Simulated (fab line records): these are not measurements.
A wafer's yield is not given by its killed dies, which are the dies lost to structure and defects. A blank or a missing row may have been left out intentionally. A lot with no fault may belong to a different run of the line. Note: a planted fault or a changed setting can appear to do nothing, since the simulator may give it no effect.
Tool commonality check ; flow n5_finfet ; 9 lots and 27 wafers in the sample

REASON FOR OPENING
Flagged at N5_HKMG_FIN_INSPECT_14: reading raw_defect_count, on 2 of 9 lots. Wafers without a fault read 2.0, standard deviation 1.4.
Rule: a lot gets a flag if all its wafers with a number sit over 4 standard deviations from that mean, or if no wafer of it has a number. As for the other lots, they are considered sound.

lot;measured;on;raw_defect_count, wafer by wafer;flag
L887;day 4 07:58;defect_inspect-01;4 1 1;
L889;day 4 20:42;defect_inspect-02;2 2 2;
L890;day 5 03:55;defect_inspect-02;19 16 18;FLAGGED
L891;day 5 10:29;defect_inspect-02;16 21 23;FLAGGED
L900;day 7 16:49;defect_inspect-02;0 3 2;
L902;day 8 12:12;defect_inspect-01;2 1 2;
L906;day 9 07:47;defect_inspect-02;3 2 4;
L907;day 9 10:26;defect_inspect-02;1 1 2;
L908;day 9 22:00;defect_inspect-02;3 2 0;
On average the flagged lots' numbers are 18.8, which is +16.8 against the usual, or +12 standard deviations.

LOT BY LOT: THE TOOL USED
The record holds 3 process steps before the reading, out of a route of 1938 steps. Every cell lists first the tool, next ch and the chambers used by the sampled wafers, and last the start.
lot;flag;N5_SDB_ETCH_25;N5_HKMG_FIN_ETCH_58;N5_HKMG_FIN_STRIP_60
L887;;rie_diel-01 ch 2,3, day 3 23:32;rie_diel-05 ch 1,3, day 4 04:55;plasma_asher-01 ch 0,1, day 4 05:30
L889;;rie_diel-01 ch 0,2, day 4 12:19;rie_diel-05 ch 0,2,3, day 4 17:34;plasma_asher-02 ch 0,1, day 4 18:09
L890;FLAGGED;rie_diel-05 ch 0,2,3, day 4 19:18;rie_diel-01 ch 0,1,3, day 5 00:49;plasma_asher-01 ch 0,1, day 5 01:23
L891;FLAGGED;rie_diel-05 ch 1,2, day 5 01:49;rie_diel-01 ch 2,3, day 5 07:23;plasma_asher-02 ch 0,1, day 5 07:58
L900;;rie_diel-04 ch 1,2, day 7 08:29;rie_diel-04 ch 2,3, day 7 13:47;plasma_asher-02 ch 0,1, day 7 14:22
L902;;rie_diel-05 ch 0,2,3, day 8 03:26;rie_diel-01 ch 0,2,3, day 8 09:01;plasma_asher-02 ch 0,1, day 8 09:36
L906;;rie_diel-04 ch 1,2,3, day 8 22:56;rie_diel-05 ch 1,2, day 9 04:35;plasma_asher-02 ch 0,1, day 9 05:10
L907;;rie_diel-04 ch 1,3, day 9 01:23;rie_diel-01 ch 0,1, day 9 07:12;plasma_asher-01 ch 0,1, day 9 07:47
L908;;rie_diel-01 ch 0,2, day 9 12:04;rie_diel-04 ch 0,3, day 9 17:32;plasma_asher-01 ch 0,1, day 9 18:07
What the steps here do:
- N5_SDB_ETCH_25: etches SiO2 in C4F6/O2, target depth 10 nm, time 3.3 s.
- N5_HKMG_FIN_ETCH_58: etches SOC in N2/H2, target depth 215.8 nm, time 741 s.
- N5_HKMG_FIN_STRIP_60: strips in N2/H2, time 360 s.
- N5_HKMG_FIN_INSPECT_14: inspects for defects (macro).

FLAGGED OVER TOTAL, TOOL BY TOOL (the gauges that took the reading come last)
step;tool;lots run;flagged;share of the flagged lots;sound lots run after its first flagged lot
N5_SDB_ETCH_25;rie_diel-01;3;0;none;-
N5_SDB_ETCH_25;rie_diel-04;3;0;none;-
N5_SDB_ETCH_25;rie_diel-05;3;2;all;1 (L902)
N5_HKMG_FIN_ETCH_58;rie_diel-01;4;2;all;2 (L902,L907)
N5_HKMG_FIN_ETCH_58;rie_diel-04;2;0;none;-
N5_HKMG_FIN_ETCH_58;rie_diel-05;3;0;none;-
N5_HKMG_FIN_STRIP_60;plasma_asher-01;4;1;some;2 (L907,L908)
N5_HKMG_FIN_STRIP_60;plasma_asher-02;5;1;some;3 (L900,L902,L906)
N5_HKMG_FIN_INSPECT_14;defect_inspect-01;2;0;none;-
N5_HKMG_FIN_INSPECT_14;defect_inspect-02;7;2;all;4 (L900,L906,L907,L908)

WHAT THE TABLE ALLOWS
3 rows of the table ran every flagged lot: rie_diel-05 at N5_SDB_ETCH_25, rie_diel-01 at N5_HKMG_FIN_ETCH_58, defect_inspect-02 at N5_HKMG_FIN_INSPECT_14.
- rie_diel-05 at N5_SDB_ETCH_25 ran 3 lots, 2 of them flagged. Sound lots followed the first flagged one (L902) on it, something a lasting fault affecting the whole tool could not allow.
- rie_diel-01 at N5_HKMG_FIN_ETCH_58 ran 4 lots, 2 of them flagged. Sound lots followed the first flagged one (L902, L907) on it, something a lasting fault affecting the whole tool could not allow.
- defect_inspect-02 at N5_HKMG_FIN_INSPECT_14 ran 7 lots, 2 of them flagged. Sound lots followed the first flagged one (L900, L906, L907, L908) on it, something a lasting fault affecting the whole tool could not allow.
Not one row of the table ran every flagged lot while running no sound lot after the first.

WHAT HAD BEEN PUT IN BY THE SIMULATOR
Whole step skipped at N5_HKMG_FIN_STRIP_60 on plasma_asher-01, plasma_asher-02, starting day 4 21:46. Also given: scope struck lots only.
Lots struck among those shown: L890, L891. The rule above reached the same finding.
